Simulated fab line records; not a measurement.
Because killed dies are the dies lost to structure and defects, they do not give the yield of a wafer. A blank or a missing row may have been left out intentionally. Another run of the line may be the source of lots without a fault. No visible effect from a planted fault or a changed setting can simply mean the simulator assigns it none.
Which tool was responsible?    flow n5-finfet    Sampling: 8 lots, 24 wafers, 4 of 1938 route steps

== WHAT THE GAUGES SHOWED, per wafer ==
N5_BEOL_M0_CUTY_CD_MEAS_57: target cd 200 nm.
lot   measured      on         cd-nm (nm)
L954  day 6 01:40   cd-sem-01  199.7 200.2 200.7
L955  day 6 09:48   cd-sem-01  202.2 200.8 201.2
L956  day 6 12:40   cd-sem-03  198.0 200.4 198.0
L960  day 7 12:07   cd-sem-02  200.3 200.7 200.4
L962  day 8 02:11   cd-sem-01  199.8 200.1 198.7
L964  day 8 22:26   cd-sem-01  199.6 199.4 201.1
L966  day 9 03:28   cd-sem-03  201.1 201.2 200.7
L976  day 11 12:15  cd-sem-03  148.1 201.6 200.7

== EACH LOT AND THE TOOL THAT RAN IT (in order: tool; ch and the chambers of the sampled wafers; start) ==
lot   N5_BEOL_M0_SAQP_MANDREL2_REMOVE_110  N5_BEOL_M0_SAQP_CUT_ETCH_46         N5_BEOL_M0_CUTY_EXPOSE_54
L954  rie-si-06 ch 0,1,3, day 5 23:29      rie-diel-05 ch 0,1,3, day 6 00:10   arfi-scanner-03 ch 0, day 6 01:32
L955  rie-si-04 ch 1,2,3, day 6 07:53      rie-diel-05 ch 0,1,2, day 6 08:31   arfi-scanner-02 ch 0, day 6 09:41
L956  rie-si-06 ch 0,1,3, day 6 10:50      rie-diel-03 ch 0,3, day 6 11:27     arfi-scanner-01 ch 0, day 6 12:32
L960  rie-si-06 ch 1,2,3, day 7 08:24      rie-diel-05 ch 0,1,3, day 7 09:09   arfi-scanner-01 ch 0, day 7 11:59
L962  rie-si-04 ch 0,2,3, day 8 00:28      rie-diel-03 ch 0,3, day 8 01:05     arfi-scanner-02 ch 0, day 8 02:04
L964  rie-si-04 ch 1,2, day 8 20:13        rie-diel-05 ch 1,2,3, day 8 20:57   arfi-scanner-02 ch 0, day 8 22:19
L966  rie-si-04 ch 0,1,2, day 9 01:22      rie-diel-05 ch 0,3, day 9 01:59     arfi-scanner-03 ch 0, day 9 03:21
L976  rie-si-04 ch 0,2,3, day 11 09:05     rie-diel-06 ch 1,2,3, day 11 11:01  arfi-scanner-03 ch 0, day 11 12:08
- N5_BEOL_M0_SAQP_MANDREL2_REMOVE_110: chemistry HBr/Cl2/O2, target a-Si, stops on SiCN, bt time 10 s.
- N5_BEOL_M0_SAQP_CUT_ETCH_46: etches SOC in N2/H2, target depth 135 nm, overetch 27 nm, time 202.5 s.
- N5_BEOL_M0_CUTY_EXPOSE_54: exposes mask M0 ABLK.

== THE ANSWER, worked out from the rows above alone ==
Rule: what is usual is taken from the lots themselves. The widest of any qualifying gaps counts: lots, ordered by their means at a reading, are off when they make up no more than a third of the lots, leave a main group of 4 or more, and stand apart from it by 3 or more times the standard deviation of that group's means. The tables above print the reading to a certain number of digits; a main group whose means all agree to those digits is not used. A lot without any number at a reading at which 4 lots or more have one is off too. Where the step has rows for the other lots, those lots are counted as sound.
Off: L976, at N5_BEOL_M0_CUTY_CD_MEAS_57 (cd-nm). Mean 200.2 nm and standard deviation 0.81 in the main group.
A tool fits if, at a process step before that reading, it ran every lot that is off, and no sound lot after the first of them. Those tools and the gauges at N5_BEOL_M0_CUTY_CD_MEAS_57 are tried in the same way. Can't be told from this: 4 tools fit, rie-si-04 at N5_BEOL_M0_SAQP_MANDREL2_REMOVE_110, rie-diel-06 at N5_BEOL_M0_SAQP_CUT_ETCH_46, arfi-scanner-03 at N5_BEOL_M0_CUTY_EXPOSE_54, cd-sem-03 at N5_BEOL_M0_CUTY_CD_MEAS_57.

== WHAT THE SIMULATOR HAD PUT IN ==
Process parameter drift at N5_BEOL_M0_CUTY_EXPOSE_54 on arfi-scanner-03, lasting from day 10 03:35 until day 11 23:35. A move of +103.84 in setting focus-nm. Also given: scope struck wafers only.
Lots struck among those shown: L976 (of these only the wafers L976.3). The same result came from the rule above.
